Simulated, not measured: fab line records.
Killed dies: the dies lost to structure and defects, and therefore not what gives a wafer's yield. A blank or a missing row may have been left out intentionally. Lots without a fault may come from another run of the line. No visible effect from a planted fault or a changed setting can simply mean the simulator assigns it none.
Problem report in the 8D (eight disciplines) form, filled by code	flow nand-harc	the parts of the form that need people (team, actions taken, sign-off) are left out

1. THE ISSUE
At NHARC_P_M0_SOFTBAKE_04, heater-power-total-W averages 186.91 W over 6 wafers from 2 lots, while fault-free wafers read 188.45 W, standard deviation 0.13. That is -12 standard deviations from the usual mean.
The step: time 55 s.
First seen on wafer L480.2, day 15 23:00, on litho-track-01. The record has a number at this step for 36 wafers belonging to 12 lots. Rule for "out", or "out of limits": more than 4 standard deviations from the usual mean. The other wafers with a number count as sound.

2. WHAT IT IS, WHAT IT ISN'T
question	is	is not
which readings at this step	heater-power-total-W, plate-temp-C	chill-plate-temp-C
which lots	L479, L480	L458, L459, L461, L463, L464, L467, L469, L471, L473, L474
which wafers of those lots	all that have a number	-
read on which tools	litho-track-01	litho-track-04, litho-track-06
when	from day 15 23:00	up to then (30 sound wafers)

3. SUSPECTS, AND WHAT RULES EACH OUT
Counting: a tool at any process step up to the reading remains a suspect when it ran all the lots that are out and ran no sound lot after the first of those.
- litho-track-01 at NHARC_P_M0_SOFTBAKE_04 (time 55 s): kept. It ran every lot that is out, first L480 (day 15 23:00), and no sound lot after that; its last sound lot up to then is L469 (day 11 11:00). Out on those wafers are its own readings of heater-power-total-W, plate-temp-C.
After counting, what remains is litho-track-01 at NHARC_P_M0_SOFTBAKE_04.

4. THE CAUSE (what the simulator had put in)
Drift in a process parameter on litho-track-01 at NHARC_P_M0_SOFTBAKE_04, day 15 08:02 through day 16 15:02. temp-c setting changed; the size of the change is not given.
After counting, this tool was the only one left.

5. THE CHAIN OF EFFECTS, in route order
Each row: a reading whose mean over the struck wafers that have a number lies more than 3 standard deviations from the usual. Only readings whose record carries a usual standard deviation are examined. hours: median over the lots of the time between each lot's start at the first step of this table that gives one and its start at this step. sigmas: the change, counted in usual standard deviations.
hours	step	reading	usual	on struck wafers	change	sigmas
0	NHARC_P_M0_SOFTBAKE_04	heater-power-total-W	188.45 W	186.91	-1.54	-12
0	NHARC_P_M0_SOFTBAKE_04	plate-temp-C	105.01 C	104.23	-0.78	-6.5
Its process steps:
- NHARC_P_M0_SOFTBAKE_04: time 55 s.
Later steps that measure or inspect, where all struck wafers having a row at the step show a number for every such reading and not one has moved that far: NHARC_END_SORT_01.

6. HOW IT WOULD HAVE BEEN CAUGHT EARLIER
The fault began at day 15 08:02; the first out-of-limits reading in this record came at day 15 23:00, 15 hours later.
